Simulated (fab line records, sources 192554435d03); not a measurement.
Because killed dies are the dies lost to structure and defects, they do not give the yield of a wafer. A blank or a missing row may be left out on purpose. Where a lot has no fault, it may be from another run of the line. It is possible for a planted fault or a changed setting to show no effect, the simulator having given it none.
A lot that was struck, set against a sound lot / flow n5 finfet / 38 steps out of a route of 1938
Sound: wafers L541.1, L541.4, L541.5. The struck wafers were L539.2, L539.3, L539.6. The cause is named last.
Per side, at each step with rows, come the tool, then ch with its chambers, and then its first start. Under that, the readings that differ: sound wafers / struck wafers / difference of the means / sigmas: that difference in standard deviations of wafers without a fault.
alike: words and numbers the same on both sides, and readings whose means are apart by under 2 such deviations; not compared: readings that were withheld, readings missing a value for some wafer, numbers with overlapping values and no deviation given by the record, and bounds like >300 which may hide the same value.
The two part at a step that has a row with sigmas, a row that says differs or no value, or rows on one side only. When numbers do not overlap yet have no deviation, they are printed without sigmas and do not part them. A reading missing from all wafers of one side parts the sides only when that side holds two or more wafers.

first, 9 steps without rows for these wafers: N5_BEOL_M3_ANNEAL_95 (time 240 s); N5_BEOL_M3_SPUTTER_96 (material Cu, target thk 4.5 nm, time 8.29 s); N5_BEOL_M3_ECD_50 (material Cu, target thk 300 nm); N5_BEOL_M3_ANNEAL_51 (time 90 s); N5_BEOL_M3_CMP_52 (polishes, stops on SiOC, t overpolish 6.8 s, target thk 40 nm); N5_BEOL_M3_PRE_CLEAN_60 (time 15 s); N5_BEOL_M3_CO_CAP_55 (material Co, precursor CCTBA/H2, target thk 2 nm, time 102.1 s); N5_BEOL_M3_PRE_CLEAN_56 (time 15 s); N5_BEOL_M3_DEP_57 (deposits SiCN from 3MS/NH3, target thk 8 nm, time 14 s).
N5_BEOL_M4_ILD_DEP_00: deposits SiOC from DEMS/O2, target thk 79 nm, time 15.3 s.
  sound on pecvd-03 ch 1,2, day 11 18:35; struck on pecvd-01 ch 0,2, day 11 16:37
reading=model.SiOC_of_BEOL_M4_ILD_DEP_00.thk nm (nm); sound=77.2 79.4 79.4; struck=144 143.8 146.2; difference=+66; sigmas=
  alike: heater power w, showerhead plenum p Torr, throttle valve pct
N5_BEOL_M4_THK_MEAS_01:
  sound on film metro-02 at day 11 18:39; struck on film metro-01 at day 11 16:41
reading=M4_ILD_THK (nm); sound=77.1 79.3 79.5; struck=144.0 143.8 146.1; difference=+66.0; sigmas=+67
then, 24 steps without rows for these wafers: N5_BEOL_M4_PECVD_72 (deposits SiO2 from TEOS/O2, target thk 16 nm, time 18 s); N5_BEOL_M4_HM_DEP_02 (deposits TiN, target thk 20 nm); N5_BEOL_M4_COAT_61 (time 60 s, resist thk 60 nm); N5_BEOL_M4_COAT_62 (time 60 s, resist thk 12 nm); N5_BEOL_M4_COAT_73 (time 60 s, resist thk 5 nm); N5_BEOL_M4_COAT_05 (resist thk 30 nm); N5_BEOL_M4_EBR_07; N5_BEOL_M4_SOFTBAKE_06 (time 60 s); N5_BEOL_M4_EXPOSE_08 (exposes mask M4); N5_BEOL_M4_PEB_09 (peb time 60 s); N5_BEOL_M4_DEVELOP_10 (develop time 30 s); N5_BEOL_M4_DESCUM_16 (chemistry O2, time 7 s); N5_BEOL_M4_ETCH_74 (etches underlayer in N2/H2, target depth 6.5 nm, time 5.2 s); N5_BEOL_M4_ETCH_63 (etches SiARC in CF4, target depth 15.6 nm, time 26 s); N5_BEOL_M4_ETCH_64 (etches SOC in N2/H2, target depth 75 nm, overetch 22.5 nm, time 121.9 s); N5_BEOL_M4_STRIP_65 (strips in N2/H2); N5_BEOL_M4_STRIP_75 (strips in N2/H2); N5_BEOL_M4_STRIP_66 (strips in CF4); N5_BEOL_M4_HM_OPEN_17 (chemistry Cl2/BCl3, target TiN, target depth 20 nm, overetch 6 nm); N5_BEOL_M4_STRIP_19 (strips in O2); N5_BEOL_M4_COAT_67 (time 60 s, resist thk 60 nm); N5_BEOL_M4_COAT_68 (time 60 s, resist thk 12 nm); N5_BEOL_M4_COAT_76 (time 60 s, resist thk 5 nm); N5_BEOL_M4_COAT_22 (resist thk 30 nm).
N5_BEOL_M4_CMP_52: polishes, stops on SiOC, t overpolish 6.8 s, target thk 40 nm.
  sound on cmp-03 ch 0,3, day 12 07:10; struck on cmp-04 ch 0,3, day 12 02:32
reading=model.SiOC_of_BEOL_M4_ILD_DEP_00.thk nm (nm); sound=74.2 76.4 76.4; struck=141 140.8 143.2; difference=+66; sigmas=
  alike: edge zone pressure frac, motor current A, slurry flow ml min
N5_BEOL_M4_RC_MEAS_101:
  the record has rows for the sound wafers here (prober-01 ch 0, day 12 07:47) and none for the struck ones
-- a jump in the record: the struck wafers' starts before and after are 5 days apart (it breaks off in module BEOL_M4 and resumes in module PASSIVATION, where the first step shown is number 1936 of the route) --
N5_PASSIVATION_PROBE_49:
  sound on prober-02 at day 16 08:26; struck on prober-02 at day 16 16:20
reading=defect limited yield (%); sound=89.4 90.2 91.4; struck=0 0 0; difference=-90; sigmas=-69
reading=killed_at_M4_up; sound=19 15 19; struck=1104 1093 1088; difference=+1077; sigmas=+99 or more
reading=killed dies; sound=125 116 101; struck=1180 1180 1180; difference=+1066; sigmas=+67
reading=killed on rim; sound=10 16 8; struck=152 152 152; difference=+141; sigmas=+33
reading=sort_bin_5_function (%); sound=6.2 6.0 5.0; struck=96.6 96.6 96.9; difference=+91.0; sigmas=+99 or more
reading=sort n pass; sound=1055 1064 1079; struck=0 0 0; difference=-1066; sigmas=-67
reading=sort yield pct (%); sound=89.4 90.2 91.4; struck=0 0 0; difference=-90; sigmas=-69
  alike: killed_at_M0_to_M3, killed at contacts, killed at front end, killed at other, killed open, killed short, sort_bin_6_memory

WHERE THEY PART
Earliest at N5_BEOL_M4_THK_MEAS_01; latest, in this record, at N5_PASSIVATION_PROBE_49.

WHY: what had been put in by the simulator
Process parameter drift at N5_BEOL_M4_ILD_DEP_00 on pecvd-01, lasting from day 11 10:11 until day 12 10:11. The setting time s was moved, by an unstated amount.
